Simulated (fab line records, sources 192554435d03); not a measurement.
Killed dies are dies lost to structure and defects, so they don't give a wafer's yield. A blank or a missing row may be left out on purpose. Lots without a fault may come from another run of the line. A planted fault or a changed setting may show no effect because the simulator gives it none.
fab line records | flow n5_finfet
record lots=5 wafers=15 last_day=19
route steps=1938 shown BEOL_M0_SAQP@640 BEOL_M4@1111 PASSIVATION@1936
lots that met no fault: from a run of the same line without faults
start_h: hours from the record's first day to the start of the lot's first wafer shown | wait_h: hours since the lot's step before | " the same as in the row above | L1.1+2: a row that stands for several wafers | - no value, or no start given | * or withheld: withheld | < > ~ a bound
route shown NAME@n: a module of which the file shows steps, and the number in the route of the first | usual: mean/standard deviation of fault-free wafers | same: alike in all rows | chamber/n: place in a boat | sites: the reading at each site | _std_site: their standard deviation | _edge_site: outer sites' mean less inner sites' | radius_mm: how far each site lies from the wafer's centre | mask NAME#n: copy n | behind: the tool/chamber that last shaped the wafer | hold: why the lot was held/for how many hours/how that ended | device: the transistor (n, p or np) that didn't switch | end of line: the same wafers' tests at the end of the route | a step without rows: its recipe alone | killed: dies lost to structure and defects at the first sort, not the wafer's yield | map: a wafer's dies, x killed, . not, _ none there
set.NAME: the setting as run; set.NAME@STEP: as run at that earlier step | model.NAME: the simulator's own value behind a step, which no gauge read
lots at some steps of the route; a table a step, a row a wafer
services: from which hour (start_h, from the record's first day; less than 0 if before it) a tool's chamber was out of use, for how many hours, and why
## steps
# step N5_BEOL_M0_SAQP_HM_DEP_111
# recipe material=SiO2 target_thk_a=120 temp_c=400 precursor=SiH4/N2O pressure_torr=0.75 rf_w=275 time_s=7.2
# usual heater_power_w=784/74 showerhead_plenum_p_Torr=8.10/0.047
# columns lot.wafer tool chamber start_h wait_h heater_power_w showerhead_plenum_p_Torr
L688.3 pecvd-02 0 134.81 0.1 833 8.10
L688.5 " 2 " " 713 8.12
L688.6 " 0 " " 818 8.09
L691.1 pecvd-04 0 149.99 0.0 716 8.15
L691.2 " 1 " " 933 8.18
L691.5 " 0 " " 730 8.13
L697.3 pecvd-02 2 181.81 0.0 717 8.13
L697.4 " 1 " " 758 8.07
L697.6 " 0 " " 801 8.10
L686.1 pecvd-02 1 227.72 0.0 680 8.08
L686.4 " 2 " " 658 8.13
L686.6 " 1 " " 676 8.10
L706.2 pecvd-02 2 248.54 0.0 706 8.12
L706.5 " 1 " " 781 8.08
L706.6 " 0 " " 798 8.09
# step N5_BEOL_M0_SAQP_COAT_81
# recipe resist=SOC temp_c=250 time_s=60 spin_rpm=1500 resist_thk_nm=100
# step N5_BEOL_M0_SAQP_COAT_82
# recipe resist=SiARC temp_c=220 time_s=60 spin_rpm=1500 resist_thk_nm=30
# step N5_BEOL_M0_SAQP_COAT_08
# recipe resist=CAR-ArF spin_rpm=1500 resist_thk_nm=90
# step N5_BEOL_M0_SAQP_EBR_10
# recipe solvent=PGMEA ebr_width_mm=1.5
# step N5_BEOL_M0_SAQP_SOFTBAKE_09
# recipe temp_c=110 time_s=60 resist=CAR-ArF
# step N5_BEOL_M0_SAQP_EXPOSE_11
# recipe mask_id=M0_CORE na=1.35 source_shape=dipole sigma_inner=0.538 sigma_outer=0.738 polarization=te target_cd_nm=42 dose_mj=55
# step N5_BEOL_M0_SAQP_PEB_12
# recipe peb_temp_c=withheld peb_time_s=60 resist=CAR-ArF
# step N5_BEOL_M0_SAQP_DEVELOP_13
# recipe develop_time_s=30 developer=TMAH resist=CAR-ArF dev_temp_c=23 rinse_liquid=diw dry=air_spin
# step N5_BEOL_M0_SAQP_CD_MEAS_14
# recipe target_cd_nm=42.5 landing_energy_ev=500 detector=se_inlens
# usual cd_nm=42.5/0.39
# same landing_energy_ev=500
# columns lot.wafer tool chamber start_h wait_h cd_nm
L688.3 cd_sem-01 0 135.13 - 42.7
L688.5 " 0 " " 42.6
L688.6 " 0 " " 43.1
L691.1 cd_sem-02 0 150.46 - 42.2
L691.2 " 0 " " 42.7
L691.5 " 0 " " 42.3
L697.3 cd_sem-03 0 182.26 - 42.3
L697.4 " 0 " " 42.6
L697.6 " 0 " " 42.8
L686.1 cd_sem-03 0 228.16 - 42.8
L686.4 " 0 " " 42.9
L686.6 " 0 " " 42.8
L706.2 cd_sem-03 0 248.99 - 42.4
L706.5 " 0 " " 42.2
L706.6 " 0 " " 42.5
# step N5_BEOL_M0_SAQP_OVL_MEAS_15
# recipe points_per_wafer=44
# usual M0_CORE_OVL=0.3/0.8
# same points_per_wafer=44
# columns lot.wafer tool chamber start_h wait_h M0_CORE_OVL[nm]
L688.3 overlay-01 0 135.16 0.0 1.1
L688.5 " 0 " " 1.4
L688.6 " 0 " " 1.1
L691.1 overlay-01 0 150.50 0.0 0.3
L691.2 " 0 " " 0.9
L691.5 " 0 " " 0.2
L697.3 overlay-02 0 182.28 0.0 0.5
L697.4 " 0 " " 0.9
L697.6 " 0 " " 0.5
L686.1 overlay-02 0 228.19 0.0 1.3
L686.4 " 0 " " -0.2
L686.6 " 0 " " 0.1
L706.2 overlay-01 0 249.02 0.0 0.7
L706.5 " 0 " " 0.5
L706.6 " 0 " " -0.2
# step N5_BEOL_M0_SAQP_INSPECT_16
# recipe mode=adi inspect_instrument=brightfield
# usual raw_defect_count=518/150
# columns lot.wafer tool chamber start_h wait_h raw_defect_count
L688.3 defect_inspect-02 - 135.18 0.0 519
L688.5 " - " " 721
L688.6 " - " " 517
L691.1 defect_inspect-02 - 150.52 0.0 441
L691.2 " - " " 544
L691.5 " - " " 590
L697.3 defect_inspect-02 - 182.31 0.0 547
L697.4 " - " " 416
L697.6 " - " " 447
L686.1 defect_inspect-02 - 228.22 0.0 559
L686.4 " - " " 545
L686.6 " - " " 442
L706.2 defect_inspect-01 - 249.04 0.0 396
L706.5 " - " " 343
L706.6 " - " " 481
# step N5_BEOL_M0_SAQP_DESCUM_19
# recipe chemistry=O2 time_s=7.9 source_power_w=50 bias_power_w=20 pressure_mtorr=20 rf_frequency_hz=2.712e+07 temp_c=40 resist=CAR-ArF o2_flow_sccm=225
# usual drypump_motor_current_A=5.5/0.37 o2_flow_sccm=225.0/0.74 oes_product_au=0.77/0.08 rf_vpp_V=243.5/1.4 showerhead_plenum_p_Torr=2.11/0.072 throttle_valve_pct=20.54/0.18
# columns lot.wafer tool chamber start_h wait_h drypump_motor_current_A o2_flow_sccm oes_product_au rf_hours_counter_h rf_vpp_V showerhead_plenum_p_Torr throttle_valve_pct model.CAR-ArF_of_BEOL_M0_SAQP_COAT_08.thk_nm
L688.3 rie_diel-05 1 135.22 0.0 6.2 224.2 0.83 69 244.4 2.11 20.40 83.6
L688.5 " 1 " " 6.2 224.9 0.83 - 243.5 2.11 20.41 83.4
L688.6 " 0 " " 4.9 225.1 0.68 - 245.9 2.16 21.00 83.4
L691.1 rie_diel-05 3 150.55 0.0 5.4 224.9 0.75 163 242.1 2.00 20.33 83.4
L691.2 " 2 " " 5.7 224.6 0.76 143 241.6 2.02 20.71 83.6
L691.5 " 1 " " 6.2 225.2 0.82 - 244.8 2.10 20.42 83.4
L697.3 rie_diel-04 0 182.34 0.0 5.4 225.7 0.72 191 243.9 2.20 20.40 83.2
L697.4 " 3 " " 5.4 225.7 0.68 228 242.7 2.05 20.65 83.8
L697.6 " 2 " " 5.0 226.3 0.92 - 244.9 2.14 20.46 83.6
L686.1 rie_diel-05 3 228.26 0.0 5.4 224.7 0.73 191 241.9 1.99 20.37 83.8
L686.4 " 0 " " 5.0 224.7 0.96 7 243.4 2.15 20.70 84
L686.6 " 2 " " 5.7 224.1 0.73 - 242.6 2.01 20.74 83.4
L706.2 rie_diel-04 2 249.08 0.0 5.0 225.7 0.88 30 243.4 2.13 20.51 83.4
L706.5 " 1 " " 5.0 226.0 0.73 - 244.4 2.18 20.61 83.4
L706.6 " 2 " " 5.0 226.6 0.88 - 243.3 2.13 20.50 83.6
# step N5_BEOL_M0_SAQP_ETCH_83
# recipe chemistry=CF4 target=SiARC target_depth_a=390 mask_material=CAR-ArF time_s=65 ion_energy_ev=80 pressure_mtorr=40 source_w=545 bias_w=36 Ar_flow_sccm=100 cf4_flow_sccm=100 ends=cleared
# usual drypump_motor_current_A=5.5/0.37 etch_rf_on_time_s=65.5/1.6 oes_product_au=0.66/0.07 rf_vpp_V=184.3/1.2 showerhead_plenum_p_Torr=2.17/0.071 throttle_valve_pct=15.74/0.16
# columns lot.wafer tool chamber start_h wait_h drypump_motor_current_A etch_rf_on_time_s oes_product_au rf_hours_counter_h rf_vpp_V showerhead_plenum_p_Torr throttle_valve_pct model.CAR-ArF_of_BEOL_M0_SAQP_COAT_08.thk_nm
L688.3 rie_diel-05 1 135.25 0.0 6.2 65.0 0.71 69 185.2 2.17 15.62 55.6
L688.5 " 1 " " 6.2 64.8 0.71 - 183.3 2.17 15.61 55.6
L688.6 " 0 " " 5.0 65.9 0.57 - 184.5 2.20 16.13 55.6
L691.1 rie_diel-05 3 150.59 0.0 5.4 65.3 0.65 163 181.4 2.07 15.70 55.2
L691.2 " 2 " " 5.6 65.3 0.65 143 182.9 2.04 15.75 55.4
L691.5 " 1 " " 6.2 64.9 0.71 - 183.9 2.16 15.62 55.4
L697.3 rie_diel-04 0 182.38 0.0 5.4 65.6 0.63 191 185.3 2.23 15.55 55
L697.4 " 3 " " 5.4 66.1 0.58 229 183.4 2.11 15.95 55.6
L697.6 " 2 " " 5.0 63.8 0.81 - 185.3 2.20 15.64 55.6
L686.1 rie_diel-05 3 228.29 0.0 5.4 65.7 0.62 191 181.6 2.06 15.76 55.8
L686.4 " 0 " " 4.9 64.7 0.82 7 185.3 2.19 15.71 56
L686.6 " 2 " " 5.7 65.1 0.63 - 184.0 2.04 15.80 55.4
L706.2 rie_diel-04 2 249.11 0.0 5.0 63.9 0.76 30 184.4 2.19 15.68 55.4
L706.5 " 1 " " 5.0 69.7 0.62 - 184.8 2.23 15.74 55.4
L706.6 " 2 " " 4.9 63.5 0.75 - 183.3 2.19 15.71 55.6
# step N5_BEOL_M0_SAQP_ETCH_84
# recipe chemistry=N2/H2 target=SOC target_depth_a=1000 overetch_a=200 mask_material=SiARC temp_c=40 time_s=150 ion_energy_ev=200 pressure_mtorr=30 source_w=840 bias_w=150 n2_flow_sccm=200 h2_flow_sccm=200
# usual drypump_motor_current_A=5.5/0.37 oes_product_au=0.69/0.068 rf_vpp_V=524.6/2.4 showerhead_plenum_p_Torr=2.57/0.087 throttle_valve_pct=17.98/0.25
# columns lot.wafer tool chamber start_h wait_h drypump_motor_current_A oes_product_au rf_hours_counter_h rf_vpp_V showerhead_plenum_p_Torr throttle_valve_pct
L688.3 rie_diel-05 1 135.30 0.0 6.2 0.75 69 524.4 2.59 18.15
L688.5 " 1 " " 6.2 0.73 - 524.9 2.59 18.14
L688.6 " 0 " " 5.0 0.61 - 525.9 2.63 18.63
L691.1 rie_diel-05 3 150.64 0.0 5.4 0.67 163 521.3 2.42 17.69
L691.2 " 2 " " 5.7 0.68 143 520.8 2.43 18.00
L691.5 " 1 " " 6.2 0.74 - 522.4 2.59 18.16
L697.3 rie_diel-04 0 182.43 0.0 5.5 0.66 191 526.0 2.64 17.67
L697.4 " 3 " " 5.4 0.61 229 522.9 2.52 18.23
L697.6 " 2 " " 5.0 0.83 - 525.8 2.60 17.77
L686.1 rie_diel-05 3 228.34 0.0 5.4 0.66 191 521.1 2.41 17.75
L686.4 " 0 " " 5.0 0.83 7 524.9 2.62 18.28
L686.6 " 2 " " 5.6 0.67 - 522.2 2.42 18.03
L706.2 rie_diel-04 2 249.16 0.0 5.0 0.78 30 525.3 2.59 17.84
L706.5 " 1 " " 5.0 0.67 - 527.9 2.63 17.86
L706.6 " 2 " " 5.0 0.78 - 525.1 2.59 17.83
# step N5_BEOL_M4_RC_MEAS_101
# usual DIBL_N=36.1/1.6 DIBL_P=35.7/1.8 IOFF_N=0.159/0.027 IOFF_P=0.21/0.03 ION_N=673/10 ION_P=462/7.4 SS_N=71.4/0.56 SS_P=73.2/0.61 VT_N=249.7/3 VT_P=-250/3.1
# columns lot.wafer tool chamber start_h wait_h DIBL_N[mV/V] DIBL_P[mV/V] IOFF_N[nA/um] IOFF_P[nA/um] ION_N[uA/um] ION_P[uA/um] SS_N[mV/dec] SS_P[mV/dec] VT_N[mV] VT_P[mV]
L688.3 prober-02 0 185.47 0.3 37.4 35.6 0.154 0.18 667 455 71.5 73.2 253.0 -254
L688.5 " 0 " " 37.4 37.2 0.157 0.20 667 458 71.6 73.3 250.0 -252
L688.6 " 0 " " 37.6 36.5 0.149 0.18 656 445 71.7 73.3 252.7 -254
L691.1 prober-01 0 199.26 0.3 37.0 35.0 0.156 0.19 680 459 71.6 72.9 250.1 -249
L691.2 " 0 " " 36.6 35.1 0.156 0.20 679 470 71.8 72.3 251.7 -250
L691.5 " 0 " " 37.1 34.1 0.142 0.18 660 450 71.5 72.8 251.9 -253
L697.3 prober-02 0 245.09 0.3 36.4 37.4 0.155 0.25 675 468 72.0 73.0 252.0 -248
L697.4 " 0 " " 36.1 37.2 0.154 0.23 668 469 71.0 73.4 251.6 -246
L697.6 " 0 " " 33.7 34.3 0.113 0.19 646 453 70.3 73.1 257.1 -250
L686.1 prober-02 0 307.56 0.0 35.5 35.5 0.162 0.23 672 467 70.4 73.4 250.9 -247
L686.4 " 0 " " 34.6 34.5 0.153 0.21 681 469 70.9 72.9 248.9 -248
L686.6 " 0 " " 34.1 34.6 0.142 0.21 674 466 70.9 72.8 251.2 -247
L706.2 prober-01 0 341.86 0.2 37.8 37.2 0.202 0.26 685 468 72.1 73.0 244.9 -243
L706.5 " 0 " " 37.4 35.8 0.194 0.23 672 464 72.0 73.5 246.2 -245
L706.6 " 0 " " 35.1 34.2 0.147 0.21 658 462 71.1 73.2 250.4 -248
# step N5_PASSIVATION_PROBE_49
# usual defect_limited_yield=91.0/1.3 killed_at_M0_to_M3=33/10 killed_at_M4_up=14/5.6 killed_at_contacts=12/5.8 killed_at_front_end=43/11 killed_at_other=4.1/2.8 killed_dies=106/15 killed_open=70/12 killed_short=34/7.5 sort_bin_5_function=5.3/0.88 sort_bin_6_memory=3.3/0.64 sort_bin_8_speed=0.00/0.016 sort_n_pass=1074/15 sort_yield_pct=91.0/1.3
# same gross_dies=1180 killed_at_back_side=0 sort_bin_4_leakage[%]=0
# columns lot.wafer tool chamber start_h wait_h defect_limited_yield[%] killed_at_M0_to_M3 killed_at_M4_up killed_at_contacts killed_at_front_end killed_at_other killed_dies killed_open killed_short sort_bin_5_function[%] sort_bin_6_memory[%] sort_bin_8_speed[%] sort_n_pass sort_yield_pct[%]
L691.1 prober-01 - 317.49 0.0 90.7 14 19 23 51 3 110 86 19 4.7 4.2 0 1070 90.7
L691.2 prober-01 - 317.54 0.1 90.3 26 10 17 59 3 115 80 33 5.8 3.8 0 1065 90.3
L691.5 prober-01 - 317.69 0.2 88.3 44 13 15 61 5 138 86 50 5.8 5.0 0 1042 88.3
L697.3 prober-02 - 357.35 0.1 93.9 24 6 3 35 4 72 50 17 3.2 2.7 0 1108 93.9
L697.4 prober-02 - 357.40 0.2 92.5 25 16 2 44 2 89 59 27 3.5 3.6 0 1091 92.5
L697.6 prober-02 - 357.50 0.3 90.9 52 15 13 24 3 107 77 28 6.1 2.5 0 1073 90.9
# killed by level:class
L691.1 MOL_CONTACT_COAG:geometric_particle:open=19 FIN_SAQP:geometric_particle:open=18 STI_FIN_REVEAL:geometric_particle:open=10 BEOL_M4:geometric_particle:open=10 FIN_SAQP:geometric_particle:short=6 DUMMY_GATE:geometric_particle:open=5 ILD0:geometric_particle:open=4 MOL_CONTACT_COAG:geometric_particle:short=4
L691.2 FIN_SAQP:geometric_particle:open=25 MOL_CONTACT_COAG:geometric_particle:open=16 FIN_SAQP:geometric_particle:short=11 BEOL_M2:geometric_particle:open=9 STI_FIN_REVEAL:geometric_particle:open=6 DUMMY_GATE:geometric_particle:open=4 STARTING-WAFER:geometric_particle:short=4 BEOL_M1:geometric_particle:open=3
L691.5 FIN_SAQP:geometric_particle:short=13 MOL_CONTACT_COAG:geometric_particle:open=13 FIN_SAQP:geometric_particle:open=12 BEOL_M0_SAQP:geometric_particle:short=11 BEOL_M0_SAQP:geometric_particle:open=10 STI_FIN_REVEAL:geometric_particle:open=9 BEOL_M1:geometric_particle:open=6 BEOL_M3:geometric_particle:open=6
L697.3 BEOL_M3:geometric_particle:open=8 STI_FIN_REVEAL:geometric_particle:open=7 GATE_CUT:geometric_particle:short=5 BEOL_M2:geometric_particle:open=5 FIN_SAQP:geometric_particle:open=4 GATE_CUT:geometric_particle:open=4 BEOL_M0_SAQP:geometric_particle:open=4 BEOL_M4:geometric_particle:open=4
L697.4 STI_FIN_REVEAL:geometric_particle:open=16 BEOL_M4:geometric_particle:open=7 FIN_SAQP:geometric_particle:short=6 BEOL_M1:geometric_particle:open=5 BEOL_M3:geometric_particle:open=5 FIN_SAQP:geometric_particle:open=4 GATE_CUT:geometric_particle:short=4 BEOL_M1:geometric_particle:short=4
L697.6 BEOL_M2:geometric_particle:open=13 MOL_CONTACT_COAG:geometric_particle:open=10 BEOL_M1:geometric_particle:open=9 BEOL_M0_SAQP:geometric_particle:open=8 STI_FIN_REVEAL:geometric_particle:open=7 BEOL_M3:geometric_particle:open=7 BEOL_M0_SAQP:geometric_particle:short=7 BEOL_M5:geometric_particle:open=5
## services
# columns tool chamber start_h hours kind
pecvd-04 1 125.18 5.5 scheduled_down
rie_diel-05 2 128.71 1.6 repair
rie_diel-04 2 130.35 - clean
rie_diel-04 2 130.35 - consumable_replace:focus_ring
rie_diel-04 2 130.35 22.3 scheduled_down
rie_diel-04 2 130.35 22.3 vent_cycle
pecvd-02 1 130.79 30.3 repair
pecvd-04 2 138.79 - clean
pecvd-04 2 138.79 29.5 scheduled_down
rie_diel-05 - 139.60 0.4 repair
pecvd-02 - 139.70 0.8 repair
pecvd-04 - 166.65 1.6 repair
rie_diel-05 0 181.45 - clean
rie_diel-05 0 181.45 - consumable_replace:focus_ring
rie_diel-05 0 181.45 24.0 scheduled_down
rie_diel-05 0 181.45 24.0 vent_cycle
rie_diel-05 1 213.02 4.7 repair
rie_diel-04 1 214.95 6.7 repair
rie_diel-04 1 222.61 13.5 repair
rie_diel-05 1 230.47 5.5 repair
rie_diel-04 3 248.14 - clean
rie_diel-04 3 248.14 - consumable_replace:focus_ring
rie_diel-04 3 248.14 17.8 scheduled_down
rie_diel-04 3 248.14 17.8 vent_cycle
## key
first_sign none at tools or gauges
model_effect step=N5_BEOL_M0_SAQP_DESCUM_19 value=CAR-ArF_of_BEOL_M0_SAQP_COAT_08.thk_nm without=83.8 struck=83.2
model_effect step=N5_BEOL_M0_SAQP_ETCH_83 value=CAR-ArF_of_BEOL_M0_SAQP_COAT_08.thk_nm without=55.6 struck=55
met_at N5_BEOL_M0_SAQP_DESCUM_19
struck_wafers L697.3
fault kind=process_parameter_drift tool=rie_diel-04 chamber=- onset_h=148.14 steps=N5_BEOL_M0_SAQP_DESCUM_19 channel=time_s offset=* shape=step end_h=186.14 scope=struck_wafers_only acts_in=* stated=*
